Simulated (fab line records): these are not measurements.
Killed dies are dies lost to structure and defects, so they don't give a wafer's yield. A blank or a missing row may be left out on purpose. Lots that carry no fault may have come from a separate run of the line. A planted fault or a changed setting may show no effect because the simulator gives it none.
A lot that was struck, set against a sound lot    flow n5-finfet    14 out of 1938 route steps
Sound: the wafers L972.1, L972.5, L972.6. Struck: wafer L982.3 (left out: L982.2, L982.4 of the same lot, which were not struck); the cause appears at the end.
For every step that has rows: the tool of each side, followed by ch and its chambers, followed by its first start. Under that, the readings that differ: sound wafers    struck wafers    difference of the means    sigmas: that difference in standard deviations of wafers without a fault.
alike: same words and numbers on both sides, and readings whose means sit less than 2 such deviations apart. not compared: any withheld reading, any reading some wafer has no value for, any bound like >300 that may hide the same value, and any number with overlapping values for which the record gives no deviation.
The two part at a step that has a row with sigmas, a row that says differs or no value, or rows on one side only. Numbers that have no deviation but don't overlap get no sigmas and don't part them. A reading that every wafer of one side lacks parts them only if that side has two wafers or more.

N5_BEOL_M8_STRIP_80: strips in N2/H2, time 10 s.
  sound: rie-diel-03 ch 2,3; struck: rie-diel-03 ch 3
  alike: drypump-motor-current-A, h2-flow-sccm, oes-product-au, rf-vpp-V, showerhead-plenum-p-Torr, throttle-valve-pct
  not compared: rf-hours-counter-h
N5_BEOL_M8_OCD_MEAS_38:
  struck on ocd-02, day 11 16:57; sound on ocd-01, day 9 08:33
  alike: trench-depth-nm
then, 4 steps without rows for these wafers: N5_BEOL_M8_HM_STRIP_39 (strips TiN in peroxide tin strip, target depth 25 nm, time 158 s); N5_BEOL_M8_SRD_40 (time 30 s); N5_BEOL_M8_PRECLEAN_42 (cleans in residue remover, time 60 s); N5_BEOL_M8_SRD_43 (time 30 s).
N5_BEOL_M8_CD_MEAS_35: the cd target is 40 nm.
  struck on cd-sem-03, day 11 17:12; sound on cd-sem-02, day 9 08:42
  alike: cd-nm
N5_BEOL_M8_CURE_75: cures SiCOH lowk, time 120 s.
  sound on uv-cure-03 ch 1, day 9 08:44; struck on uv-cure-02 ch 1, day 11 17:25
  alike: lamp-power-pct, wafer_temp_C_max
N5_BEOL_M8_DEGAS_44: time 60 s.
  struck on pvd-sputter-02, day 11 17:42; sound on pvd-sputter-01, day 9 09:41
  alike: heater-power-w
N5_BEOL_M8_PRE_CLEAN_45: time 30 s.
  struck on pvd-sputter-02, day 11 17:44; sound on pvd-sputter-01, day 9 09:44
  alike: heater-power-w
N5_BEOL_M8_ALD_77: deposits TaN, target thk 2 nm, pulse time 2 s, purge time 3 s.
  sound on ald-metal-03 ch 0,2,3, day 9 09:47; struck on ald-metal-03 ch 1, day 11 17:52
  alike: heater-power-w
next, for these wafers, 1 step has no rows: N5_BEOL_M8_SURFACE_TREAT_79.
N5_BEOL_M8_CVD_78: deposits Co from CCTBA/H2, target thk 2 nm, time 142.3 s.
  sound on cvd-co-01 ch 1,2, day 9 10:25; struck on cvd-co-01 ch 2, day 11 18:18
reading           sound              struck  difference  sigmas
run-length-s (s)  165.9 165.7 165.6  99.6    -66.1       -99 or more
then, 1 step without rows for these wafers: N5_BEOL_M8_SPUTTER_48 (material Cu, target thk 10 nm, time 1.667 s).

WHERE THEY PART
Within this record, at N5_BEOL_M8_CVD_78 only.

WHY: the cause the simulator had injected
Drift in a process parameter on cvd-co-01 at N5_BEOL_M8_CVD_78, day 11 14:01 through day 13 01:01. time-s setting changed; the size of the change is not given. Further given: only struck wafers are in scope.
